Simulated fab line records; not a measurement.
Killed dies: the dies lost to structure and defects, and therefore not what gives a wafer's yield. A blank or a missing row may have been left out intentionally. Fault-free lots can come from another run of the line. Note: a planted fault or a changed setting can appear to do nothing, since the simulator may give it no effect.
3 desks, one fault	flow n5Finfet	only its own numbers are on each desk; what lay behind them is given at the end
Where a reading is given only as a bound, like >300, the bound stands for it, and a mean or a difference that rests on one is marked > or <: the true number lies beyond.

== AT THE METROLOGY DESK ==
Means of the sampled wafers that have a number, per lot and without regard to the tool the lot ran on: this is what the gauges read. Any lot whose mean is over 4 standard deviations away from the usual mean is out of limits and marked OUT; that distance is given in the brackets. It has 11 readings; the 7 that lie furthest out on some lot are the ones shown.
Columns: A = cdNm at N5_ZERO_LAYER_CD_MEAS_11, usual 2000.1 nm; B = DIBL_N at N5_BEOL_M4_RC_MEAS_101, usual 36.4 mV/V; C = IOFF_P at N5_BEOL_M4_RC_MEAS_101, usual 0.20 nA/um; D = ION_N at N5_BEOL_M4_RC_MEAS_101, usual 670 uA/um; E = ION_P at N5_BEOL_M4_RC_MEAS_101, usual 459 uA/um; F = SS_N at N5_BEOL_M4_RC_MEAS_101, usual 71.6 mV/dec; G = VT_P at N5_BEOL_M4_RC_MEAS_101, usual -252 mV
lot	first seen here	A	B	C	D	E	F	G
L563	day 1 12:46	1997.8	36.6	0.23	673	468	71.0	-247
L566	day 2 06:46	2000.3	38.6	0.24	675	463	71.8	-251
L567	day 2 12:38	1999.6	35.9	0.20	682	462	72.0	-250
L573	day 4 00:46	2000.4	37.5	0.22	685	468	72.2	-250
L575	day 4 12:46	2000.0	35.9	0.19	676	464	72.1	-251
L582	day 6 06:50	2001.3	36.5	0.21	682	465	71.9	-248
L585	day 7 00:38	1999.5	35.4	0.20	667	458	71.7	-252
L586	day 7 06:38	2000.5	35.4	0.15	660	450	71.2	-259
This desk found nothing out of limits on any of the 8 lots.

== DESK OF THE TOOL OWNER: plasmaAsher-02 ==
The tool's own readings at N5_ZERO_LAYER_STRIP_24 (strips in O2): means of the sampled wafers that have a number, for each lot that ran on this tool. Any lot whose mean is over 4 standard deviations away from the usual mean is out of limits and marked OUT; that distance is given in the brackets.
Columns: A = drypumpMotorCurrentA at N5_ZERO_LAYER_STRIP_24, usual 5.7 A; B = heaterPowerW at N5_ZERO_LAYER_STRIP_24, usual 308 W; C = oesProductAu at N5_ZERO_LAYER_STRIP_24, usual 0.646 a.u.; D = stripTimeToEndpointS at N5_ZERO_LAYER_STRIP_24, usual 43.85 s; E = tempC at N5_ZERO_LAYER_STRIP_24, usual 249.99 C
lot	first seen here	A	B	C	D	E
L563	day 1 13:01	4.9	280	0.645	43.86	249.78
L566	day 2 07:05	6.0	295	0.641	43.99	249.85
L567	day 2 12:55	5.4	294	0.645	43.90	249.91
L573	day 4 01:01	5.9	298	0.642	43.85	249.92
L575	day 4 13:01	5.4	292	0.644	43.80	249.87
L586	day 7 06:53	5.4	291	0.652	43.97	250.00
This desk found nothing out of limits on any of the 6 lots.

== THE DEFECT DESK ==
Counts from the inspections along the route, per lot, as means over the sampled wafers that have a number. Any lot whose mean is over 4 standard deviations away from the usual mean is out of limits and marked OUT; that distance is given in the brackets.
Columns: A = rawDefectCount at N5_ZERO_LAYER_INSPECT_20, usual 40; B = rawDefectCount at N5_WELL_APT_INSPECT_10, usual 1.9; C = rawDefectCount at N5_WELL_APT_INSPECT_38, usual 13
lot	first seen here	A	B	C
L563	day 1 13:23	43	2.7	10
L566	day 2 07:29	21	2.7	19
L567	day 2 13:16	80	1.3	18
L573	day 4 01:23	299 (+13) OUT	>200 (+99 or more) OUT	262 (+51) OUT
L575	day 4 13:23	170 (+6.5) OUT	>101 (>+71) OUT	139 (+26) OUT
L582	day 6 07:56	30	2.0	16
L585	day 7 01:40	29	2.3	15
L586	day 7 07:15	36	1.3	13
This desk's verdict: out of limits on L573, L575, starting with L573 at day 4 01:23 (rawDefectCount at N5_ZERO_LAYER_INSPECT_20). L563, L566, L567, L582, L585, L586: within limits.

== BROUGHT TOGETHER ==
The defect desk could have raised an alarm at day 4 01:23, on L573, L575.
Metrology desk: nothing out of limits seen.
Nothing out of limits was seen by the tool owner's desk.
The metrology desk has L573, L575 on record, within its limits.
On record at the tool owner's desk: L573, L575, within its limits.
Of the lots named, all ran N5_ZERO_LAYER_STRIP_24 on plasmaAsher-02.

== WHAT THE SIMULATOR HAD INSERTED ==
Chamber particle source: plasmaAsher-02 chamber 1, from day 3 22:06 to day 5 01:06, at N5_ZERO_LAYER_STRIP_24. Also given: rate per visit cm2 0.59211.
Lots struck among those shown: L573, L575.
Hours from the fault's start to each desk's first reading out of limits: the defect desk, 3.
